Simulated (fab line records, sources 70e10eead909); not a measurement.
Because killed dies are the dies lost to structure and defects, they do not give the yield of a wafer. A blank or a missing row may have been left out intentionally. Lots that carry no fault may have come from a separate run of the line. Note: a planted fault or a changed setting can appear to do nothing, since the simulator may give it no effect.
3 desks, one fault    flow nand_harc    numbers are kept per desk, each desk with only its own; the story behind them comes last

== THE DEFECT DESK ==
Per lot, the means of the sampled wafers with a number show what the inspections along the route counted. Any lot whose mean is over 4 standard deviations away from the usual mean is out of limits and marked OUT; that distance is given in the brackets.
Columns: A = raw_defect_count at NHARC_A_ONON_D2_INSPECT_32, usual 394
lot   first seen here  A
L133  day 12 13:15     411
L134  day 13 08:33     461
L135  day 13 22:54     298
L136  day 13 22:56     379
L138  day 15 08:55     336
L143  day 17 14:20     423
L145  day 17 23:08     492
L148  day 18 16:31     494
L149  day 19 18:04     701
L153  day 21 00:43     325
L154  day 22 03:27     339
L156  day 22 09:11     559
L155  day 22 09:29     292
Finding of this desk: none of the 13 lots has anything out of limits.

== TOOL OWNER'S DESK, pecvd-01 ==
The tool's own readings at NHARC_A_ONON_D2_DEP_33 (deposits SiO2, target thk 200 nm): means of the sampled wafers that have a number, for each lot that ran on this tool. Any lot whose mean is over 4 standard deviations away from the usual mean is out of limits and marked OUT; that distance is given in the brackets.
Columns: A = heater_power_w at NHARC_A_ONON_D2_DEP_33, usual 557 W; B = rf_fwd_power_W at NHARC_A_ONON_D2_DEP_33, usual 897.7 W; C = throttle_valve_pct at NHARC_A_ONON_D2_DEP_33, usual 16.0 %
lot   first seen here  A    B      C
L133  day 12 12:46     598  897.9  16.0
L136  day 13 22:32     591  897.9  16.0
L138  day 15 08:28     549  897.7  15.8
L143  day 17 13:52     556  894.9  16.4
L145  day 17 22:46     590  900.0  16.6
Finding of this desk: none of the 5 lots has anything out of limits.

== THE METROLOGY DESK ==
What the gauges read, lot by lot, whatever tool the lot ran on: means of the sampled wafers that have a number. Any lot whose mean is over 4 standard deviations away from the usual mean is out of limits and marked OUT; that distance is given in the brackets.
Columns: A = thk_nm at NHARC_A_ONON_D2_THK_MEAS_14, usual 1005 nm; B = thk_nm at NHARC_A_ONON_D2_THK_MEAS_24, usual 999 nm; C = thk_nm at NHARC_A_ONON_D2_THK_MEAS_34, usual 200 nm
lot   first seen here  A     B     C
L133  day 12 02:59     1005  1008  200
L134  day 12 18:59     1011  1005  203
L135  day 13 12:23     1003  1007  202
L136  day 13 12:25     1007  1009  204
L138  day 14 22:43     989   1012  200
L143  day 17 04:09     1007  995   228 (+8.0) OUT
L145  day 17 13:01     996   994   229 (+8.3) OUT
L148  day 18 06:17     1003  1003  205
L149  day 19 07:32     1014  982   198
L153  day 20 14:08     1017  1005  202
L154  day 21 15:00     995   991   204
L156  day 21 22:59     1005  991   199
L155  day 21 23:09     1025  1007  198
Finding of this desk: L143, L145 out of limits; the first was L143 at day 17 14:17, on thk_nm at NHARC_A_ONON_D2_THK_MEAS_34. Within limits: L133, L134, L135, L136, L138, L148, L149, L153, L154, L156, L155.

== BROUGHT TOGETHER ==
L143, L145 would have let the metrology desk raise an alarm at day 17 14:17.
No out-of-limits result turned up at the defect desk.
The tool owner's desk saw nothing out of limits.
The defect desk has L143, L145 on record, within its limits.
On record at the tool owner's desk: L143, L145, within its limits.
On pecvd-01, each named lot ran NHARC_A_ONON_D2_DEP_33.

== WHAT HAD BEEN PUT IN BY THE SIMULATOR ==
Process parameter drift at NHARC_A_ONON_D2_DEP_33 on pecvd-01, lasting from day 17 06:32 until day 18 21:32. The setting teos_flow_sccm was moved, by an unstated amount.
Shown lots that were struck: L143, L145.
Hours from the fault's start to each desk's first reading out of limits: the metrology desk, 8.
